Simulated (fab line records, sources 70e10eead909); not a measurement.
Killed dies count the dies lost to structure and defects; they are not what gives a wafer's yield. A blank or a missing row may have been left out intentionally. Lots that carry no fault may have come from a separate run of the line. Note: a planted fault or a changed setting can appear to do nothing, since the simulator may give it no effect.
A struck lot beside a sound one -- flow nand_harc -- 14 out of 1302 route steps
Sound: these wafers, L251.1, L251.3, L251.4. Wafers struck: L244.4, L244.5, L244.6. The cause is given at the end.
Per side, at each step with rows, come the tool, then ch with its chambers, and then its first start. Under that, the readings that differ: sound wafers -- struck wafers -- difference of the means -- sigmas: that difference in standard deviations of wafers without a fault.
alike: same words and numbers on both sides, and readings whose means sit less than 2 such deviations apart. not compared: any withheld reading, any reading some wafer has no value for, any bound like >300 that may hide the same value, and any number with overlapping values for which the record gives no deviation.
A row with sigmas, a row that says differs or no value, or rows on one side alone: a step with any of these is where the two part. Numbers that don't overlap but have no deviation are shown without sigmas and don't part them. Lack of a reading on every wafer of one side parts them only where that side has two or more wafers.

NHARC_THIN_TSV_GRIND_00:
  sound on grinder-01 ch 0, day 31 13:59; struck on grinder-01 ch 0, day 28 04:35
  alike: motor_current_A
NHARC_THIN_TSV_CMP_01: polishes.
  sound on cmp-02 ch 0,1,2, day 31 15:11; struck on cmp-01 ch 1,2,3, day 28 05:17
  alike: motor_current_A, slurry_filter_dp_kPa
  not compared: pad_life_wafers
NHARC_THIN_TSV_THK_MEAS_02: measures by ir.
  sound on film_metro-01, day 31 15:27; struck on film_metro-02, day 28 05:28
  alike: thk_nm
then, 3 steps without rows for these wafers: NHARC_THIN_TSV_SRD_03; NHARC_THIN_TSV_PRECLEAN_41 (cleans in SC1); NHARC_THIN_TSV_SRD_42.
NHARC_THIN_TSV_DEP_43: deposits SiO2, target thk 1328.5 nm.
  sound on pecvd-04 ch 0,2, day 31 15:44; struck on pecvd-02 ch 0,1,2, day 28 05:50
  alike: showerhead_vpp_V, throttle_valve_pct
then, 5 steps without rows for these wafers: NHARC_THIN_TSV_DEHYDRATE_04 (time 120 s); NHARC_THIN_TSV_HMDS_05 (time 30 s); NHARC_THIN_TSV_COAT_06; NHARC_THIN_TSV_SOFTBAKE_07 (time 95 s); NHARC_THIN_TSV_EBR_08.
NHARC_THIN_TSV_EXPOSE_09: exposes mask TSV.
  struck on krf_scanner-02, day 28 06:16; sound on krf_scanner-01 ch 0, day 31 16:22
  no value came back on the struck wafers for exposure_dose_mJ_cm2, focus_offset_nm (nm), stage_vel_mm_s (mm/s); on the sound wafers exposure_dose_mJ_cm2 reads 30.57 30.62 30.64
  alike: mask
then, 1 step without rows for these wafers: NHARC_THIN_TSV_PEB_10 (peb time 85 s).

== WHERE THEY PART ==
NHARC_THIN_TSV_EXPOSE_09 only, going by this record.

WHY: the cause the simulator had injected
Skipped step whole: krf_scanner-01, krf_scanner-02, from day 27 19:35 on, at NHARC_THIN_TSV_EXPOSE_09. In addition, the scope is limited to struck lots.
